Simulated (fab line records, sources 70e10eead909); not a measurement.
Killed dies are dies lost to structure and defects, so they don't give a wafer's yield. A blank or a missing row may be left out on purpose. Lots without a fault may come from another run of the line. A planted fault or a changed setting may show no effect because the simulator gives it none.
fab line records | flow nand_harc
record lots=5 wafers=15 last_day=33
route steps=1302 shown A_STAIRCASE@745
lots that met no fault: from a run of the same line without faults
start_h: hours from the record's first day to the start of the lot's first wafer shown | wait_h: hours since the lot's step before | " the same as in the row above | L1.1+2: a row that stands for several wafers | - no value, or no start given | * or withheld: withheld | < > ~ a bound
route shown NAME@n: a module of which the file shows steps, and the number in the route of the first | usual: mean/standard deviation of fault-free wafers | same: alike in all rows | chamber/n: place in a boat | sites: the reading at each site | _std_site: their standard deviation | _edge_site: outer sites' mean less inner sites' | radius_mm: how far each site lies from the wafer's centre | mask NAME#n: copy n | behind: the tool/chamber that last shaped the wafer | hold: why the lot was held/for how many hours/how that ended | device: the transistor (n, p or np) that didn't switch | end of line: the same wafers' tests at the end of the route | a step without rows: its recipe alone | killed: dies lost to structure and defects at the first sort, not the wafer's yield | map: a wafer's dies, x killed, . not, _ none there
set.NAME: the setting as run; set.NAME@STEP: as run at that earlier step | model.NAME: the simulator's own value behind a step, which no gauge read
lots at some steps of the route; a table a step, a row a wafer
services: from which hour (start_h, from the record's first day; less than 0 if before it) a tool's chamber was out of use, for how many hours, and why
## steps
# step NHARC_A_STAIRCASE_TRIM_231
# recipe time_s=211.2 o2_flow_sccm=500 ar_flow_sccm=0 bias_w=0 chemistry=O2
# usual drypump_motor_current_A=5.9/0.6 oes_product_au=1.000/0.0073 rf_vpp_V=57.7/0.86 showerhead_plenum_p_Torr=3.53/0.14 throttle_valve_pct=17.038/0.0095
# same bias_w=0
# columns lot.wafer tool chamber start_h wait_h drypump_motor_current_A oes_product_au rf_hours_counter_h rf_vpp_V showerhead_plenum_p_Torr throttle_valve_pct
L088.3 rie_diel-05 2 - - 6.2 0.992 31 57.5 3.40 17.045
L088.6 " 3 " " 6.1 1.003 - 56.4 3.50 17.051
L088.5 " 0 " " 6.4 0.991 - 57.9 3.72 17.022
L089.3 rie_diel-13 3 - - 5.7 0.999 46 59.0 3.78 17.053
L089.2 " 0 " " 6.4 1.001 45 56.9 3.41 17.043
L089.5 " 1 " " 6.6 1.002 - 57.9 3.60 17.037
L091.2 rie_diel-13 2 - - 4.8 1.020 5 58.1 3.37 17.034
L091.3 " 0 " " 6.5 1.016 3 57.7 3.41 17.050
L091.5 " 3 " " 5.7 1.017 - 59.8 3.78 17.038
L095.3 rie_diel-05 2 - - 6.2 0.993 59 58.7 3.39 17.032
L095.6 " 1 " " 5.5 0.996 - 58.2 3.48 17.041
L095.5 " 2 " " 6.2 0.990 - 55.9 3.39 17.060
L096.3 rie_diel-13 2 - - 4.8 0.993 25 57.3 3.36 17.033
L096.1 " 0 " " 6.4 1.003 20 56.5 3.39 17.023
L096.5 " 3 " " 5.7 0.992 - 58.6 3.77 17.046
# step NHARC_A_STAIRCASE_ETCH_232
# recipe target_depth_a=1000 time_s=40.5 ion_energy_ev=400 c4f8_flow_sccm=20 o2_flow_sccm=10 ar_flow_sccm=withheld rf_w=600 bias_w=1000 chemistry=C4F8/O2
# usual bias_w=1000/3.1 oes_product_au=0.947/0.01 rf_vpp_V=896/5.4
# columns lot.wafer tool chamber start_h wait_h bias_w oes_product_au rf_hours_counter_h rf_vpp_V
L088.3 rie_diel-05 3 - - 1006 0.943 28 895
L088.5 " 1 " " 997 0.957 - 897
L088.6 " 2 " " 1007 0.946 - 891
L089.3 rie_diel-13 3 - - 1003 0.951 46 903
L089.2 " 1 " " 1001 0.930 49 900
L089.5 " 0 " " 1003 0.940 - 892
L091.2 rie_diel-13 3 - - 1004 0.953 3 907
L091.3 " 2 " " 1004 0.951 5 890
L091.5 " 0 " " 997 0.954 - 892
L095.3 rie_diel-05 0 - - 1004 0.950 54 903
L095.6 " 3 " " 994 0.966 - 893
L095.5 " 0 " " 1002 0.947 - 901
L096.1 rie_diel-13 0 - - 1000 0.958 20 891
L096.3 " 1 " " 1002 0.950 23 898
L096.5 " 0 " " 996 0.952 - 891
# step NHARC_A_STAIRCASE_TRIM_233
# recipe time_s=211.2 o2_flow_sccm=500 ar_flow_sccm=0 bias_w=0 chemistry=O2
# usual drypump_motor_current_A=5.9/0.57 oes_product_au=1.001/0.0069 rf_vpp_V=57.8/0.89 showerhead_plenum_p_Torr=3.52/0.14 throttle_valve_pct=17.036/0.0092
# same bias_w=0
# columns lot.wafer tool chamber start_h wait_h drypump_motor_current_A oes_product_au rf_hours_counter_h rf_vpp_V showerhead_plenum_p_Torr throttle_valve_pct
L088.3 rie_diel-05 3 - - 6.1 0.999 28 59.1 3.50 17.034
L088.6 " 0 " " 6.4 0.996 - 55.7 3.72 17.042
L088.5 " 1 " " 5.5 1.000 - 57.4 3.50 17.052
L089.2 rie_diel-13 2 - - 4.8 1.003 50 57.7 3.38 17.053
L089.3 " 0 " " 6.5 1.011 46 57.1 3.41 17.039
L089.5 " 2 " " 4.9 1.002 - 56.1 3.38 17.036
L091.2 rie_diel-13 3 - - 5.8 1.000 3 58.3 3.78 17.037
L091.3 " 0 " " 6.5 1.010 3 57.4 3.40 17.046
L091.5 " 2 " " 4.8 1.016 - 57.6 3.37 17.039
L095.3 rie_diel-05 3 - - 6.1 1.001 53 57.6 3.49 17.046
L095.6 " 2 " " 6.1 1.000 - 56.3 3.39 17.041
L095.5 " 3 " " 6.1 0.999 - 57.3 3.49 17.040
L096.1 rie_diel-13 2 - - 4.8 1.007 25 55.8 3.36 17.041
L096.3 " 1 " " 6.6 0.995 23 57.5 3.58 17.027
L096.5 " 2 " " 4.8 1.002 - 58.5 3.36 17.033
# step NHARC_A_STAIRCASE_ETCH_234
# recipe target_depth_a=1000 time_s=40.5 ion_energy_ev=400 c4f8_flow_sccm=20 o2_flow_sccm=10 ar_flow_sccm=withheld rf_w=600 bias_w=1000 chemistry=C4F8/O2
# usual bias_w=1000.1/2.8 oes_product_au=0.946/0.0099 rf_vpp_V=896/5.3
# columns lot.wafer tool chamber start_h wait_h bias_w oes_product_au rf_hours_counter_h rf_vpp_V
L088.3 rie_diel-05 0 - - 999.1 0.937 26 904
L088.6 " 2 " " 1001.5 0.954 - 892
L088.5 " 3 " " 1000.9 0.951 - 895
L089.2 rie_diel-13 1 - - 1000.5 0.923 49 900
L089.3 " 3 " " 998.1 0.956 46 906
L089.5 " 2 " " 996.8 0.946 - 891
L091.2 rie_diel-13 3 - - 1001.1 0.955 3 905
L091.3 " 1 " " 998.7 0.942 5 897
L091.5 " 2 " " 1002.7 0.953 - 889
L095.3 rie_diel-05 2 - - 998.4 0.938 59 890
L095.6 " 3 " " 995.5 0.955 - 894
L095.5 " 0 " " 1003.3 0.968 - 901
L096.3 rie_diel-13 1 - - 999.4 0.962 23 897
L096.1 " 3 " " 999.4 0.941 23 905
L096.5 " 0 " " 1004.3 0.971 - 891
# step NHARC_A_STAIRCASE_TRIM_235
# recipe time_s=211.2 o2_flow_sccm=500 ar_flow_sccm=0 bias_w=0 chemistry=O2
# usual drypump_motor_current_A=6.0/0.54 oes_product_au=1.000/0.0085 rf_vpp_V=57.9/0.83 showerhead_plenum_p_Torr=3.54/0.14 throttle_valve_pct=17.036/0.0085
# same bias_w=0
# columns lot.wafer tool chamber start_h wait_h drypump_motor_current_A oes_product_au rf_hours_counter_h rf_vpp_V showerhead_plenum_p_Torr throttle_valve_pct
L088.3 rie_diel-05 0 - - 6.4 0.988 26 57.6 3.72 17.031
L088.6 " 1 " " 5.5 0.994 - 57.6 3.50 17.035
L088.5 " 2 " " 6.2 1.005 - 59.0 3.40 17.034
L089.2 rie_diel-13 0 - - 6.4 0.993 46 57.9 3.41 17.013
L089.3 " 1 " " 6.6 0.994 49 57.6 3.60 17.043
L089.5 " 0 " " 6.5 1.001 - 57.3 3.41 17.040
L091.3 rie_diel-13 1 - - 6.6 1.000 5 56.5 3.59 17.048
L091.2 " 3 " " 5.7 1.004 3 59.4 3.78 17.033
L091.5 " 0 " " 6.5 1.013 - 58.3 3.40 17.025
L095.3 rie_diel-05 1 - - 5.5 1.002 60 58.2 3.48 17.031
L095.6 " 3 " " 6.1 1.003 - 57.1 3.49 17.042
L095.5 " 0 " " 6.4 0.996 - 59.0 3.71 17.024
L096.3 rie_diel-13 0 - - 6.5 0.998 21 58.6 3.39 17.047
L096.1 " 2 " " 4.8 1.010 26 57.6 3.36 17.037
L096.5 " 1 " " 6.6 0.979 - 58.1 3.58 17.036
# step NHARC_A_STAIRCASE_ETCH_236
# recipe target_depth_a=1000 time_s=40.5 ion_energy_ev=400 c4f8_flow_sccm=20 o2_flow_sccm=10 ar_flow_sccm=withheld rf_w=600 bias_w=1000 chemistry=C4F8/O2
# usual bias_w=1000/3.4 oes_product_au=0.945/0.008 rf_vpp_V=896/5.1
# columns lot.wafer tool chamber start_h wait_h bias_w oes_product_au rf_hours_counter_h rf_vpp_V
L088.3 rie_diel-05 0 - - 998 0.930 26 903
L088.5 " 2 " " 1001 0.946 - 891
L088.6 " 3 " " 998 0.957 - 895
L089.2 rie_diel-13 3 - - 992 0.937 46 904
L089.3 " 1 " " 1001 0.942 49 899
L089.5 " 0 " " 1003 0.936 - 892
L091.2 rie_diel-13 3 - - 1000 0.955 3 905
L091.3 " 1 " " 999 0.940 5 897
L091.5 " 0 " " 1007 0.955 - 892
L095.3 rie_diel-05 1 - - 1003 0.951 60 896
L095.5 " 0 " " 1000 0.953 - 902
L095.6 " 1 " " 1004 0.949 - 895
L096.3 rie_diel-13 1 - - 998 0.957 24 897
L096.1 " 3 " " 995 0.946 23 904
L096.5 " 1 " " 995 0.949 - 898
# step NHARC_A_STAIRCASE_STRIP_238
# recipe power_w=1500 temp_c=250 chemistry=O2
# usual drypump_motor_current_A=6.0/0.65 heater_power_w=350/52 temp_c=250.02/0.21
# columns lot.wafer tool chamber start_h wait_h drypump_motor_current_A heater_power_w rf_hours_counter_h temp_c
L088.3 plasma_asher-01 0 500.13 0.2 6.5 284 - 250.09
L088.6 " 0 " " 6.5 280 - 250.17
L088.5 " 1 " " 6.5 373 - 250.07
L089.2 plasma_asher-02 0 500.90 0.1 5.8 420 2 250.40
L089.3 " 1 " " 4.9 342 - 250.00
L089.5 " 1 " " 4.9 344 - 250.19
L091.2 plasma_asher-01 1 538.78 0.1 6.5 369 2 249.71
L091.3 " 0 " " 6.5 292 - 249.93
L091.5 " 1 " " 6.5 370 - 249.86
L095.3 plasma_asher-02 0 581.70 0.2 5.8 430 - 249.91
L095.6 " 0 " " 5.9 423 - 249.98
L095.5 " 1 " " 4.9 335 - 249.87
L096.1 plasma_asher-02 1 595.80 0.1 4.9 346 24 249.82
L096.3 " 1 " " 4.9 347 - 249.75
L096.5 " 0 " " 5.8 418 - 250.07
# step NHARC_A_STAIRCASE_STRIP_239
# recipe time_s=900 temp_c=130 chemistry=SPM
# usual temp_c=130.00/0.15
# columns lot.wafer tool chamber start_h wait_h temp_c
L088.3 wet_bench-02 6 500.39 0.2 130.30
L088.6 " 7 " " 129.89
L088.5 " 2 " " 130.04
L089.2 wet_bench-03 5 501.25 0.3 130.19
L089.3 " 7 " " 130.07
L089.5 " 1 " " 130.06
L091.2 wet_bench-02 7 539.09 0.3 130.16
L091.3 " 2 " " 129.86
L091.5 " 3 " " 129.90
L095.3 wet_bench-03 3 581.95 0.2 130.08
L095.6 " 5 " " 130.09
L095.5 " 7 " " 130.21
L096.3 wet_bench-03 3 596.18 0.2 130.10
L096.5 " 4 " " 130.04
L096.1 " 5 " " 129.79
# step NHARC_A_STAIRCASE_PRECLEAN_240
# recipe time_s=* temp_c=50 bath_age_min=0 chemistry=SC1
# usual temp_c=49.99/0.13
# columns lot.wafer tool chamber start_h wait_h temp_c
L088.3 wet_bench-02 6 - - 49.91
L088.6 " 7 " " 50.04
L088.5 " 2 " " 50.14
L089.2 wet_bench-03 5 - - 49.90
L089.3 " 7 " " 49.97
L089.5 " 1 " " 50.02
L091.2 wet_bench-02 7 - - 50.07
L091.3 " 2 " " 49.62
L091.5 " 3 " " 49.90
L095.3 wet_bench-03 3 - - 49.86
L095.6 " 5 " " 50.06
L095.5 " 7 " " 50.10
L096.3 wet_bench-03 3 - - 49.96
L096.5 " 4 " " 50.32
L096.1 " 5 " " 49.99
# step NHARC_A_STAIRCASE_SRD_241
# columns lot.wafer tool chamber start_h wait_h
L088.3+6+5 wet_bench-02 6,7,2 - -
L089.2+3+5 wet_bench-03 5,7,1 - -
L091.2+3+5 wet_bench-02 7,2,3 - -
L095.3+6+5 wet_bench-03 3,5,7 - -
L096.3+5+1 wet_bench-03 3,4,5 - -
# step NHARC_A_STAIRCASE_DEHYDRATE_242
# recipe temp_c=150 time_s=120
# columns lot.wafer tool chamber start_h wait_h
L088.3+5+6 litho_track-03 0 500.85 -
L089.2+3+5 litho_track-05 0 501.72 -
L091.2+3+5 litho_track-03 0 539.54 -
L095.3+5+6 litho_track-07 0 582.42 -
L096.1+3+5 litho_track-05 0 596.61 -
# step NHARC_A_STAIRCASE_HMDS_243
# recipe time_s=30
# columns lot.wafer tool chamber start_h wait_h
L088.3+5+6 litho_track-03 0 - -
L089.2+3+5 litho_track-05 0 - -
L091.2+3+5 litho_track-03 0 - -
L095.3+5+6 litho_track-07 0 - -
L096.1+3+5 litho_track-05 0 - -
# step NHARC_A_STAIRCASE_COAT_244
# recipe spin_rpm=1200
# columns lot.wafer tool chamber start_h wait_h
L088.3+5+6 litho_track-03 0 - -
L089.2+3+5 litho_track-05 0 - -
L091.2+3+5 litho_track-03 0 - -
L095.3+5+6 litho_track-07 0 - -
L096.1+3+5 litho_track-05 0 - -
# step NHARC_A_STAIRCASE_SOFTBAKE_245
# recipe temp_c=135 time_s=170
# columns lot.wafer tool chamber start_h wait_h
L088.3+5+6 litho_track-03 0 - -
L089.2+3+5 litho_track-05 0 - -
L091.2+3+5 litho_track-03 0 - -
L095.3+5+6 litho_track-07 0 - -
L096.1+3+5 litho_track-05 0 - -
# step NHARC_A_STAIRCASE_EBR_246
# columns lot.wafer tool chamber start_h wait_h
L088.3+5+6 litho_track-03 0 - -
L089.2+3+5 litho_track-05 0 - -
L091.2+3+5 litho_track-03 0 - -
L095.3+5+6 litho_track-07 0 - -
L096.1+3+5 litho_track-05 0 - -
# step NHARC_A_STAIRCASE_EXPOSE_247
# recipe na=0.5 dose_mj=25.34 mask_id=SDS_1
# columns lot.wafer tool chamber start_h wait_h mask
L088.3+5+6 krf_scanner-02 0 501.20 - SDS_1#0
L089.2+3+5 krf_scanner-01 0 502.06 - SDS_1#0
L091.2+3+5 krf_scanner-03 0 539.87 - SDS_1#0
L095.3+5+6 krf_scanner-01 0 582.76 - SDS_1#0
L096.1+3+5 krf_scanner-02 0 596.94 - SDS_1#0
# step NHARC_A_STAIRCASE_PEB_248
# recipe peb_temp_c=115 peb_time_s=130
# columns lot.wafer tool chamber start_h wait_h
L088.3+5+6 litho_track-05 0 501.26 0.1
L089.2+3+5 litho_track-07 0 502.12 0.1
L091.2+3+5 litho_track-07 0 539.94 0.1
L095.3+5+6 litho_track-03 0 582.82 0.1
L096.1+3+5 litho_track-07 0 597.00 0.1
# step NHARC_A_STAIRCASE_DEVELOP_249
# recipe time_s=140
# columns lot.wafer tool chamber start_h wait_h
L088.3+5+6 litho_track-05 0 - -
L089.2+3+5 litho_track-07 0 - -
L091.2+3+5 litho_track-07 0 - -
L095.3+5+6 litho_track-03 0 - -
L096.1+3+5 litho_track-07 0 - -
# step NHARC_A_STAIRCASE_HARDBAKE_251
# recipe temp_c=120 time_s=140
# columns lot.wafer tool chamber start_h wait_h
L088.3+5+6 litho_track-03 0 501.48 -
L089.2+3+5 litho_track-07 0 502.34 -
L091.2+3+5 litho_track-03 0 540.16 -
L095.3+5+6 litho_track-07 0 583.05 -
L096.1+3+5 litho_track-05 0 597.22 -
# step NHARC_A_STAIRCASE_DESCUM_252
# recipe time_s=3 o2_flow_sccm=200 ar_flow_sccm=0 bias_power_w=0 chemistry=O2
# usual drypump_motor_current_A=5.9/0.57 oes_product_au=1.001/0.0086 rf_vpp_V=57.8/0.93 showerhead_plenum_p_Torr=1.91/0.086 throttle_valve_pct=11.310/0.0093
# columns lot.wafer tool chamber start_h wait_h drypump_motor_current_A oes_product_au rf_hours_counter_h rf_vpp_V showerhead_plenum_p_Torr throttle_valve_pct
L088.3 rie_diel-07 1 501.59 - 6.0 0.997 5 57.7 1.89 11.311
L088.6 " 2 " " 5.5 0.991 - 58.5 1.87 11.315
L088.5 " 3 " " 6.3 0.987 - 55.9 1.99 11.311
L089.3 rie_diel-07 0 502.43 - 5.0 1.007 6 56.9 1.78 11.305
L089.2 " 2 " " 5.5 1.000 4 57.4 1.87 11.324
L089.5 " 1 " " 6.0 1.012 - 58.9 1.89 11.320
L091.2 rie_diel-13 3 540.27 - 5.7 1.002 4 58.9 2.06 11.320
L091.3 " 0 " " 6.4 1.009 4 56.5 1.84 11.318
L091.5 " 2 " " 4.8 1.012 - 57.2 1.82 11.321
L095.3 rie_diel-07 1 583.15 - 6.0 0.988 31 58.5 1.88 11.316
L095.6 " 0 " " 5.0 0.990 - 58.6 1.77 11.311
L095.5 " 1 " " 6.1 1.000 - 56.6 1.88 11.301
L096.1 rie_diel-05 3 597.31 - 6.1 1.002 0 57.9 1.89 11.334
L096.3 " 0 " " 6.4 0.995 0 58.5 2.02 11.316
L096.5 " 0 " " 6.4 0.979 - 59.1 2.02 11.311
# step NHARC_A_STAIRCASE_ETCH_253
# recipe target_depth_a=500 time_s=20.2 ion_energy_ev=400 c4f8_flow_sccm=20 o2_flow_sccm=10 ar_flow_sccm=withheld rf_w=600 bias_w=1000 chemistry=C4F8/O2
# usual bias_w=999.9/2.9 oes_product_au=0.955/0.02 rf_vpp_V=896/5.5
# columns lot.wafer tool chamber start_h wait_h bias_w oes_product_au rf_hours_counter_h rf_vpp_V
L088.3 rie_diel-07 1 501.66 0.1 996.6 0.986 5 895
L088.6 " 3 " " 1000.4 0.963 - 900
L088.5 " 0 " " 1003.4 0.977 - 888
L089.2 rie_diel-07 3 502.52 0.1 1002.0 0.980 4 902
L089.3 " 0 " " 998.2 0.970 6 889
L089.5 " 1 " " 995.9 0.969 - 895
L091.3 rie_diel-13 0 540.40 0.1 1002.2 0.970 4 892
L091.2 " 1 " " 995.5 0.958 6 898
L091.5 " 0 " " 1002.0 0.964 - 892
L095.3 rie_diel-07 3 583.24 0.1 997.8 0.920 28 899
L095.6 " 0 " " 1002.6 0.920 - 887
L095.5 " 1 " " 997.3 0.914 - 894
L096.3 rie_diel-05 3 597.41 0.1 992.5 0.947 0 895
L096.1 " 0 " " 1004.0 0.946 0 902
L096.5 " 2 " " 1001.2 0.955 - 890
# step NHARC_A_STAIRCASE_STRIP_254
# recipe power_w=1500 temp_c=250 chemistry=O2
# usual drypump_motor_current_A=5.9/0.66 heater_power_w=353/51 temp_c=250.03/0.17
# columns lot.wafer tool chamber start_h wait_h drypump_motor_current_A heater_power_w rf_hours_counter_h temp_c
L088.3 plasma_asher-02 0 501.88 - 5.9 425 - 249.91
L088.5 " 1 " " 4.9 352 - 250.14
L088.6 " 0 " " 5.9 426 - 249.91
L089.2 plasma_asher-01 1 502.60 - 6.5 380 34 249.86
L089.3 " 0 " " 6.5 275 - 250.00
L089.5 " 0 " " 6.5 284 - 249.81
L091.2 plasma_asher-02 0 540.49 - 5.9 425 12 250.41
L091.3 " 1 " " 4.9 343 - 250.26
L091.5 " 1 " " 4.9 334 - 250.17
L095.3 plasma_asher-01 0 583.72 - 6.5 284 - 249.89
L095.6 " 1 " " 6.5 373 - 249.63
L095.5 " 0 " " 6.5 288 - 250.20
L096.1 plasma_asher-01 1 597.49 - 6.5 365 13 250.09
L096.3 " 1 " " 6.5 360 - 249.85
L096.5 " 0 " " 6.5 296 - 250.14
# step NHARC_A_STAIRCASE_STRIP_255
# recipe time_s=900 temp_c=130 chemistry=SPM
# usual temp_c=129.98/0.13
# columns lot.wafer tool chamber start_h wait_h temp_c
L088.3 wet_bench-04 7 502.09 0.2 130.10
L088.6 " 3 " " 129.92
L088.5 " 4 " " 129.89
L089.3 wet_bench-03 5 502.95 0.2 130.00
L089.5 " 6 " " 129.96
L089.2 " 1 " " 130.09
L091.3 wet_bench-03 5 540.85 0.2 130.03
L091.2 " 6 " " 130.14
L091.5 " 7 " " 129.74
L095.6 wet_bench-03 2 583.94 0.1 129.95
L095.3 " 3 " " 129.99
L095.5 " 6 " " 129.77
L096.1 wet_bench-03 6 597.83 0.3 130.20
L096.5 " 2 " " 129.93
L096.3 " 3 " " 130.06
# step NHARC_A_STAIRCASE_PRECLEAN_256
# recipe time_s=* temp_c=50 bath_age_min=0 chemistry=SC1
# usual temp_c=50.00/0.1
# columns lot.wafer tool chamber start_h wait_h temp_c
L088.3 wet_bench-04 7 - - 50.02
L088.6 " 3 " " 49.88
L088.5 " 4 " " 50.10
L089.3 wet_bench-03 5 - - 50.04
L089.5 " 6 " " 50.01
L089.2 " 1 " " 49.96
L091.3 wet_bench-03 5 - - 49.85
L091.2 " 6 " " 49.83
L091.5 " 7 " " 49.94
L095.6 wet_bench-03 2 - - 49.98
L095.3 " 3 " " 49.91
L095.5 " 6 " " 50.02
L096.1 wet_bench-03 6 - - 49.98
L096.5 " 2 " " 49.99
L096.3 " 3 " " 49.77
# step NHARC_A_STAIRCASE_SRD_257
# columns lot.wafer tool chamber start_h wait_h
L088.3+6+5 wet_bench-04 7,3,4 - -
L089.3+5+2 wet_bench-03 5,6,1 - -
L091.3+2+5 wet_bench-03 5,6,7 - -
L095.6+3+5 wet_bench-03 2,3,6 - -
L096.1+5+3 wet_bench-03 6,2,3 - -
# step NHARC_A_STAIRCASE_HM_DEP_456
# recipe target_thk_a=31000 temp_c=400 material=aC
# usual susceptor_temp_C=400.00/0.24 throttle_valve_pct=35.001/0.0095
# columns lot.wafer tool chamber start_h wait_h susceptor_temp_C throttle_valve_pct
L088.3 acl_dep-03 0 505.67 - - 35.008
L088.5 " 0 " " - 35.007
L088.6 " 0 " " - 34.977
L089.2 acl_dep-03 0 507.20 - 400.26 35.006
L089.3 " 0 " " 399.74 35.001
L089.5 " 0 " " 399.69 35.011
L091.2 acl_dep-02 0 542.36 - 400.34 34.996
L091.3 " 0 " " 399.90 35.022
L091.5 " 0 " " 399.86 34.996
L095.3 acl_dep-03 0 588.11 - 400.15 34.998
L095.5 " 0 " " 400.35 34.993
L095.6 " 0 " " 400.02 34.976
L096.1 acl_dep-03 0 598.30 - - 34.988
L096.3 " 0 " " - 35.003
L096.5 " 0 " " - 35.017
# step NHARC_A_STAIRCASE_DEP_259
# recipe target_thk_a=300 target_thk_nm=30 temp_c=400 pressure_torr=3.5 flow_sccm=200 rf_w=350 material=SiON
# usual heater_power_w=773/85 susceptor_temp_C=400.00/0.22
# columns lot.wafer tool chamber start_h wait_h heater_power_w since_wet_clean_h susceptor_temp_C
L088.3 pecvd-03 1 506.97 1.0 759 128 400.38
L088.5 " 2 " " 730 - 399.87
L088.6 " 1 " " 753 - 400.29
L089.3 pecvd-04 0 508.80 1.0 650 46 399.99
L089.2 " 1 " " 766 46 400.39
L089.5 " 0 " " 656 - 400.32
L091.2 pecvd-02 2 543.92 1.2 797 123 400.12
L091.3 " 1 " " 667 123 399.96
L091.5 " 1 " " 662 - 399.76
L095.3 pecvd-04 2 589.40 1.0 893 126 399.97
L095.6 " 1 " " 768 - 399.75
L095.5 " 0 " " 697 - 399.56
L096.3 pecvd-04 0 600.15 0.9 680 137 399.56
L096.1 " 1 " " 719 137 400.11
L096.5 " 1 " " 714 - 400.14
# step NHARC_A_STAIRCASE_DEHYDRATE_260
# recipe temp_c=150 time_s=120
# columns lot.wafer tool chamber start_h wait_h
L088.3+5+6 litho_track-03 0 507.18 0.2
L089.2+3+5 litho_track-07 0 509.04 0.2
L091.2+3+5 litho_track-05 0 544.19 0.2
L095.3+5+6 litho_track-03 0 589.64 0.2
L096.1+3+5 litho_track-07 0 600.42 0.2
# step NHARC_A_STAIRCASE_HMDS_261
# recipe time_s=30
# columns lot.wafer tool chamber start_h wait_h
L088.3+5+6 litho_track-03 0 - -
L089.2+3+5 litho_track-07 0 - -
L091.2+3+5 litho_track-05 0 - -
L095.3+5+6 litho_track-03 0 - -
L096.1+3+5 litho_track-07 0 - -
# step NHARC_A_STAIRCASE_COAT_262
# recipe spin_rpm=1200
# columns lot.wafer tool chamber start_h wait_h
L088.3+5+6 litho_track-03 0 - -
L089.2+3+5 litho_track-07 0 - -
L091.2+3+5 litho_track-05 0 - -
L095.3+5+6 litho_track-03 0 - -
L096.1+3+5 litho_track-07 0 - -
# step NHARC_A_STAIRCASE_SOFTBAKE_263
# recipe temp_c=135 time_s=170
# columns lot.wafer tool chamber start_h wait_h
L088.3+5+6 litho_track-03 0 - -
L089.2+3+5 litho_track-07 0 - -
L091.2+3+5 litho_track-05 0 - -
L095.3+5+6 litho_track-03 0 - -
L096.1+3+5 litho_track-07 0 - -
# step NHARC_A_STAIRCASE_EBR_264
# columns lot.wafer tool chamber start_h wait_h
L088.3+5+6 litho_track-03 0 - -
L089.2+3+5 litho_track-07 0 - -
L091.2+3+5 litho_track-05 0 - -
L095.3+5+6 litho_track-03 0 - -
L096.1+3+5 litho_track-07 0 - -
# step NHARC_A_STAIRCASE_EXPOSE_265
# recipe na=0.5 dose_mj=25.01 mask_id=CHOP_200
# columns lot.wafer tool chamber start_h wait_h mask
L088.3+5+6 krf_scanner-02 0 507.53 - CHOP_200#0
L089.2+3+5 krf_scanner-02 0 509.25 - CHOP_200#0
L091.2+3+5 krf_scanner-03 0 544.53 - CHOP_200#0
L095.3+5+6 krf_scanner-03 0 589.99 - CHOP_200#0
L096.1+3+5 krf_scanner-02 0 600.75 - CHOP_200#0
# step NHARC_A_STAIRCASE_PEB_266
# recipe peb_temp_c=115 peb_time_s=130
# columns lot.wafer tool chamber start_h wait_h
L088.3+5+6 litho_track-07 0 507.58 0.0
L089.2+3+5 litho_track-05 0 509.31 0.1
L091.2+3+5 litho_track-03 0 544.59 0.1
L095.3+5+6 litho_track-05 0 590.05 0.1
L096.1+3+5 litho_track-07 0 600.82 0.1
# step NHARC_A_STAIRCASE_DEVELOP_267
# recipe time_s=140
# columns lot.wafer tool chamber start_h wait_h
L088.3+5+6 litho_track-07 0 - -
L089.2+3+5 litho_track-05 0 - -
L091.2+3+5 litho_track-03 0 - -
L095.3+5+6 litho_track-05 0 - -
L096.1+3+5 litho_track-07 0 - -
# step NHARC_A_STAIRCASE_HARDBAKE_269
# recipe temp_c=120 time_s=140
# columns lot.wafer tool chamber start_h wait_h
L088.3+5+6 litho_track-03 0 507.81 -
L089.2+3+5 litho_track-07 0 509.53 -
L091.2+3+5 litho_track-05 0 544.81 -
L095.3+5+6 litho_track-07 0 590.28 -
L096.1+3+5 litho_track-05 0 601.04 -
# step NHARC_A_STAIRCASE_DESCUM_270
# recipe time_s=3 o2_flow_sccm=200 ar_flow_sccm=0 bias_power_w=0 chemistry=O2
# usual drypump_motor_current_A=5.9/0.59 oes_product_au=1.001/0.0072 rf_vpp_V=57.7/0.94 showerhead_plenum_p_Torr=1.90/0.082 throttle_valve_pct=11.311/0.0085
# columns lot.wafer tool chamber start_h wait_h drypump_motor_current_A oes_product_au rf_hours_counter_h rf_vpp_V showerhead_plenum_p_Torr throttle_valve_pct
L088.3 rie_diel-07 2 507.92 - 5.5 0.990 5 57.0 1.87 11.311
L088.5 " 3 " " 6.3 1.001 - 58.9 1.99 11.307
L088.6 " 0 " " 5.0 1.002 - 58.1 1.78 11.303
L089.2 rie_diel-07 3 509.63 - 6.3 0.997 6 58.8 1.99 11.293
L089.3 " 1 " " 6.0 1.006 8 58.6 1.89 11.315
L089.5 " 2 " " 5.5 0.999 - 56.9 1.87 11.305
L091.2 rie_diel-13 1 544.91 - 6.7 1.005 7 57.5 1.95 11.296
L091.3 " 2 " " 4.8 1.000 7 56.6 1.82 11.313
L091.5 " 3 " " 5.7 1.004 - 58.0 2.06 11.307
L095.3 rie_diel-13 1 590.43 - 6.6 1.005 21 58.1 1.95 11.317
L095.5 " 1 " " 6.6 1.004 - 57.5 1.94 11.332
L095.6 " 2 " " 4.8 0.999 - 57.9 1.82 11.323
L096.3 rie_diel-07 1 601.14 - 6.1 1.007 37 57.6 1.88 11.300
L096.1 " 3 " " 6.3 0.999 33 57.8 1.98 11.305
L096.5 " 1 " " 6.0 0.991 - 56.4 1.88 11.314
## services
# columns tool chamber start_h hours kind
plasma_asher-02 - 480.22 9.0 pm
krf_scanner-01 - 484.00 4.0 pm
acl_dep-03 - 488.60 13.0 pm
wet_bench-04 - 492.38 7.5 repair
krf_scanner-03 - 501.14 3.3 repair
rie_diel-13 0 506.52 13.2 repair
rie_diel-05 1 511.35 3.4 repair
krf_scanner-01 - 511.74 9.0 repair
krf_scanner-03 - 512.88 0.7 repair
krf_scanner-02 - 519.19 1.3 repair
plasma_asher-01 - 519.34 9.0 pm
rie_diel-13 - 521.54 9.0 pm
wet_bench-03 - 524.30 4.1 repair
rie_diel-13 2 534.40 2.0 repair
krf_scanner-02 - 542.95 4.8 repair
pecvd-04 1 546.31 3.5 repair
wet_bench-03 - 562.40 8.0 pm
wet_bench-02 - 563.55 7.6 repair
krf_scanner-03 - 568.00 4.0 pm
plasma_asher-01 - 571.04 2.8 repair
wet_bench-04 - 579.27 8.0 pm
rie_diel-05 - 586.10 9.0 pm
wet_bench-02 - 596.00 8.0 pm
litho_track-07 - 601.00 7.0 pm
## key
fault none
